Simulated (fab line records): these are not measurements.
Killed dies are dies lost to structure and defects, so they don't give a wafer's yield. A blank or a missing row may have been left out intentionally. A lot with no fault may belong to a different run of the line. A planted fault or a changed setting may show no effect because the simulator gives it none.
Which tool did it? || flow n5 finfet || 10 lots, 29 wafers sampled, at 5 steps of a route of 1938

WHAT THE GAUGES READ, wafer by wafer
N5_BEOL_M1_THK_MEAS_53: measures by xrf.
{"lot": "L598", "measured": "day 8 07:33", "on": "film metro-02", "M1_THK (nm)": "38.1 35.0 38.3"}
{"lot": "L599", "measured": "day 8 07:56", "on": "film metro-02", "M1_THK (nm)": "40.0 40.1"}
{"lot": "L601", "measured": "day 8 10:43", "on": "film metro-01", "M1_THK (nm)": "35.3 39.8 41.4"}
{"lot": "L600", "measured": "day 8 11:29", "on": "film metro-02", "M1_THK (nm)": "40.6 39.4 39.1"}
{"lot": "L602", "measured": "day 8 19:10", "on": "film metro-01", "M1_THK (nm)": "37.1 41.4 39.9"}
{"lot": "L604", "measured": "day 9 09:15", "on": "film metro-01", "M1_THK (nm)": "39.5 41.1 37.4"}
{"lot": "L605", "measured": "day 9 12:49", "on": "film metro-01", "M1_THK (nm)": "36.7 37.6 39.3"}
{"lot": "L614", "measured": "day 11 01:46", "on": "film metro-01", "M1_THK (nm)": "41.1 38.3 38.8"}
{"lot": "L615", "measured": "day 11 03:58", "on": "film metro-01", "M1_THK (nm)": "36.0 40.7 40.6"}
{"lot": "L618", "measured": "day 11 23:34", "on": "film metro-01", "M1_THK (nm)": "40.2 41.1 40.7"}

N5_BEOL_M2_THK_MEAS_01.
{"lot": "L598", "measured": "day 8 07:57", "on": "film metro-02", "M2_ILD_THK (nm)": "77.7 79.3 79.8"}
{"lot": "L599", "measured": "day 8 08:19", "on": "film metro-01", "M2_ILD_THK (nm)": "77.3 78.5"}
{"lot": "L601", "measured": "day 8 11:06", "on": "film metro-02", "M2_ILD_THK (nm)": "78.6 77.2 80.2"}
{"lot": "L600", "measured": "day 8 11:52", "on": "film metro-01", "M2_ILD_THK (nm)": "78.9 79.4 79.2"}
{"lot": "L602", "measured": "day 8 19:34", "on": "film metro-01", "M2_ILD_THK (nm)": "77.3 80.3 78.7"}
{"lot": "L604", "measured": "day 9 09:39", "on": "film metro-01", "M2_ILD_THK (nm)": "78.7 79.6 79.0"}
{"lot": "L605", "measured": "day 9 13:16", "on": "film metro-02", "M2_ILD_THK (nm)": "79.8 79.9 79.1"}
{"lot": "L614", "measured": "day 11 02:16", "on": "film metro-01", "M2_ILD_THK (nm)": "79.8 78.3 79.4"}
{"lot": "L615", "measured": "day 11 04:23", "on": "film metro-02", "M2_ILD_THK (nm)": "77.5 78.3 78.3"}
{"lot": "L618", "measured": "day 11 23:58", "on": "film metro-01", "M2_ILD_THK (nm)": "78.2 78.9 79.1"}

N5_BEOL_M4_RC_MEAS_101.
{"lot": "L598", "measured": "day 10 20:59", "on": "prober-02", "DIBL_N (mV/V)": "35.1 39.1 37.9", "DIBL_P (mV/V)": "34 39 37", "IOFF_N (nA/um)": "0.13 0.20 0.18", "IOFF_P (nA/um)": "0.21 0.28 0.25", "ION_N (uA/um)": "659 675 673", "ION_P (uA/um)": "461 466 465", "SS_N (mV/dec)": "70.7 72.3 71.7", "SS_P (mV/dec)": "72.9 73.6 73.7", "VT_N (mV)": "250 248 248", "VT_P (mV)": "-249 -246 -245"}
{"lot": "L599", "measured": "day 12 07:51", "on": "prober-01", "DIBL_N (mV/V)": "33.3 34.5", "DIBL_P (mV/V)": "35 36", "IOFF_N (nA/um)": "0.12 0.13", "IOFF_P (nA/um)": "0.19 0.23", "ION_N (uA/um)": "655 664", "ION_P (uA/um)": "460 464", "SS_N (mV/dec)": "70.6 70.5", "SS_P (mV/dec)": "73.0 72.7", "VT_N (mV)": "254 249", "VT_P (mV)": "-250 -244"}
{"lot": "L601", "measured": "day 11 20:04", "on": "prober-01", "DIBL_N (mV/V)": "39.1 38.2 36.7", "DIBL_P (mV/V)": "42 40 39", "IOFF_N (nA/um)": "0.22 0.20 0.19", "IOFF_P (nA/um)": "0.29 0.26 0.26", "ION_N (uA/um)": "686 679 695", "ION_P (uA/um)": "468 465 481", "SS_N (mV/dec)": "72.3 72.0 71.3", "SS_P (mV/dec)": "74.4 73.7 73.7", "VT_N (mV)": "246 248 244", "VT_P (mV)": "-246 -246 -246"}
{"lot": "L600", "measured": "day 12 02:29", "on": "prober-01", "DIBL_N (mV/V)": "36.3 33.2 36.7", "DIBL_P (mV/V)": "33 30 35", "IOFF_N (nA/um)": "0.14 0.10 0.14", "IOFF_P (nA/um)": "0.18 0.15 0.21", "ION_N (uA/um)": "650 672 682", "ION_P (uA/um)": "449 459 470", "SS_N (mV/dec)": "71.9 71.6 72.0", "SS_P (mV/dec)": "72.9 72.3 73.0", "VT_N (mV)": "254 255 253", "VT_P (mV)": "-250 -253 -250"}
{"lot": "L602", "measured": "day 12 16:52", "on": "prober-02", "DIBL_N (mV/V)": "35.8 34.3 34.7", "DIBL_P (mV/V)": "36 34 35", "IOFF_N (nA/um)": "0.15 0.13 0.14", "IOFF_P (nA/um)": "0.20 0.17 0.19", "ION_N (uA/um)": "674 669 677", "ION_P (uA/um)": "458 461 460", "SS_N (mV/dec)": "71.7 71.1 70.5", "SS_P (mV/dec)": "72.9 72.6 72.1", "VT_N (mV)": "249 249 249", "VT_P (mV)": "-251 -252 -251"}
{"lot": "L604", "measured": "day 12 13:42", "on": "prober-02", "DIBL_N (mV/V)": "35.9 31.9 35.3", "DIBL_P (mV/V)": "36 31 34", "IOFF_N (nA/um)": "0.16 0.10 0.16", "IOFF_P (nA/um)": "0.18 0.13 0.17", "ION_N (uA/um)": "671 663 670", "ION_P (uA/um)": "449 451 453", "SS_N (mV/dec)": "71.5 69.7 70.8", "SS_P (mV/dec)": "74.0 72.0 72.7", "VT_N (mV)": "248 252 246", "VT_P (mV)": "-250 -256 -255"}
{"lot": "L605", "measured": "day 13 23:03", "on": "prober-02", "DIBL_N (mV/V)": "37.8 42.2 36.9", "DIBL_P (mV/V)": "38 44 37", "IOFF_N (nA/um)": "0.18 0.31 0.17", "IOFF_P (nA/um)": "0.23 0.34 0.22", "ION_N (uA/um)": "684 692 694", "ION_P (uA/um)": "470 471 468", "SS_N (mV/dec)": "72.6 73.7 71.5", "SS_P (mV/dec)": "73.9 76.2 73.5", "VT_N (mV)": "251 243 246", "VT_P (mV)": "-250 -247 -250"}
{"lot": "L614", "measured": "day 14 17:44", "on": "prober-01", "DIBL_N (mV/V)": "31.4 37.2 36.4", "DIBL_P (mV/V)": "30 36 35", "IOFF_N (nA/um)": "0.09 0.19 0.16", "IOFF_P (nA/um)": "0.13 0.20 0.19", "ION_N (uA/um)": "645 672 668", "ION_P (uA/um)": "446 462 458", "SS_N (mV/dec)": "69.8 71.5 71.4", "SS_P (mV/dec)": "72.4 73.5 73.7", "VT_N (mV)": "255 247 250", "VT_P (mV)": "-258 -249 -254"}
{"lot": "L615", "measured": "day 15 19:12", "on": "prober-01", "DIBL_N (mV/V)": "34.4 35.0 35.4", "DIBL_P (mV/V)": "36 37 37", "IOFF_N (nA/um)": "0.14 0.14 0.15", "IOFF_P (nA/um)": "0.16 0.19 0.19", "ION_N (uA/um)": "672 678 676", "ION_P (uA/um)": "458 466 465", "SS_N (mV/dec)": "71.9 72.0 72.3", "SS_P (mV/dec)": "72.9 73.1 73.5", "VT_N (mV)": "251 254 251", "VT_P (mV)": "-255 -256 -253"}
{"lot": "L618", "measured": "day 15 22:50", "on": "prober-02", "DIBL_N (mV/V)": "37.6 39.2 36.5", "DIBL_P (mV/V)": "38 41 37", "IOFF_N (nA/um)": "0.17 0.21 0.15", "IOFF_P (nA/um)": "0.20 0.28 0.20", "ION_N (uA/um)": "673 674 675", "ION_P (uA/um)": "458 466 462", "SS_N (mV/dec)": "71.3 72.2 71.2", "SS_P (mV/dec)": "73.8 75.1 73.9", "VT_N (mV)": "248 249 248", "VT_P (mV)": "-252 -249 -254"}

EACH LOT AND THE TOOL THAT RAN IT (in order: tool; ch and the chambers of the sampled wafers; start)
{"lot": "L598", "N5_BEOL_M1_SURFACE_TREAT_85": "pvd sputter-01, day 8 04:46", "N5_BEOL_M1_CO_CAP_55": "cvd co-01 ch 0,1,2, day 8 07:38"}
{"lot": "L599", "N5_BEOL_M1_SURFACE_TREAT_85": "pvd sputter-01, day 8 04:54", "N5_BEOL_M1_CO_CAP_55": "cvd co-01 ch 0,1, day 8 08:01"}
{"lot": "L601", "N5_BEOL_M1_SURFACE_TREAT_85": "pvd sputter-02, day 8 07:56", "N5_BEOL_M1_CO_CAP_55": "cvd co-02 ch 0,2, day 8 10:47"}
{"lot": "L600", "N5_BEOL_M1_SURFACE_TREAT_85": "pvd sputter-01, day 8 08:25", "N5_BEOL_M1_CO_CAP_55": "cvd co-02 ch 0,1,2, day 8 11:33"}
{"lot": "L602", "N5_BEOL_M1_SURFACE_TREAT_85": "pvd sputter-02, day 8 16:14", "N5_BEOL_M1_CO_CAP_55": "cvd co-02 ch 0,1,2, day 8 19:14"}
{"lot": "L604", "N5_BEOL_M1_SURFACE_TREAT_85": "pvd sputter-02, day 9 06:17", "N5_BEOL_M1_CO_CAP_55": "cvd co-02 ch 0,2, day 9 09:19"}
{"lot": "L605", "N5_BEOL_M1_SURFACE_TREAT_85": "pvd sputter-02, day 9 09:47", "N5_BEOL_M1_CO_CAP_55": "cvd co-01 ch 0,1,2, day 9 12:53"}
{"lot": "L614", "N5_BEOL_M1_SURFACE_TREAT_85": "pvd sputter-02, day 10 22:29", "N5_BEOL_M1_CO_CAP_55": "cvd co-02 ch 0,1,2, day 11 01:56"}
{"lot": "L615", "N5_BEOL_M1_SURFACE_TREAT_85": "pvd sputter-03, day 11 01:12", "N5_BEOL_M1_CO_CAP_55": "cvd co-02 ch 0,1,2, day 11 04:02"}
{"lot": "L618", "N5_BEOL_M1_SURFACE_TREAT_85": "pvd sputter-01, day 11 20:30", "N5_BEOL_M1_CO_CAP_55": "cvd co-02 ch 0,1,2, day 11 23:39"}
- N5_BEOL_M1_SURFACE_TREAT_85
- N5_BEOL_M1_CO_CAP_55: material Co, precursor CCTBA/H2, target thk 2 nm, time 102.1 s.

AS READ BY THE TOOLS THEMSELVES (means over the sampled wafers that have a number; for cases with no such wafer, the mark the record gives instead)
N5_BEOL_M1_CO_CAP_55.
{"lot": "L598", "tool": "cvd co-01", "heater power w (W)": 242, "run length s (s)": 125.0}
{"lot": "L599", "tool": "cvd co-01", "heater power w (W)": 246, "run length s (s)": 124.8}
{"lot": "L601", "tool": "cvd co-02", "heater power w (W)": 212, "run length s (s)": 124.6}
{"lot": "L600", "tool": "cvd co-02", "heater power w (W)": 221, "run length s (s)": 124.7}
{"lot": "L602", "tool": "cvd co-02", "heater power w (W)": 221, "run length s (s)": 124.6}
{"lot": "L604", "tool": "cvd co-02", "heater power w (W)": 220, "run length s (s)": 124.5}
{"lot": "L605", "tool": "cvd co-01", "heater power w (W)": 235, "run length s (s)": 80.7}
{"lot": "L614", "tool": "cvd co-02", "heater power w (W)": 221, "run length s (s)": 124.6}
{"lot": "L615", "tool": "cvd co-02", "heater power w (W)": 218, "run length s (s)": 124.7}
{"lot": "L618", "tool": "cvd co-02", "heater power w (W)": 219, "run length s (s)": 124.8}

THE ANSWER, worked out from the rows above alone
Rule: what is usual is taken from the lots themselves. The widest of any qualifying gaps counts: lots, ordered by their means at a reading, are off when they make up no more than a third of the lots, leave a main group of 4 or more, and stand apart from it by 3 or more times the standard deviation of that group's means. If all means in a main group match to the digits the tables above print for the reading, that group is not used. Also off: a lot with no number at a reading for which 4 or more lots have one. All remaining lots with rows at the step are treated as sound. First the gauges in route order, then the tools' own readings, where a lot's mean is used as printed above. The first step at which some lot is off is used, and at that step the reading that is off furthest; a lot without a number counts as furthest.
Off: L605 (N5_BEOL_M1_CO_CAP_55, run length s). The main group has a mean of 124.7 s with a standard deviation of 0.14.
If a tool, at that step or one of the process steps before it, ran each lot that is off and ran no sound lot following the first of them, it fits. One fits: N5_BEOL_M1_CO_CAP_55 on cvd co-01. A fault onset in the window from L599 (day 8 08:01, its last sound lot) to L605 (day 9 12:53, its first lot off) fits.
On the lots that are off, the tool's own readings at N5_BEOL_M1_CO_CAP_55 differ by more than 5 times the standard deviation of the sound lots' means, which bears it out; run length s reads 80.7 s there versus 124.7 s on the sound lots.

WHAT THE SIMULATOR HAD PUT IN
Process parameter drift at N5_BEOL_M1_CO_CAP_55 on cvd co-01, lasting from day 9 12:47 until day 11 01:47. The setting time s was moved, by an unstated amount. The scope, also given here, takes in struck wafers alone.
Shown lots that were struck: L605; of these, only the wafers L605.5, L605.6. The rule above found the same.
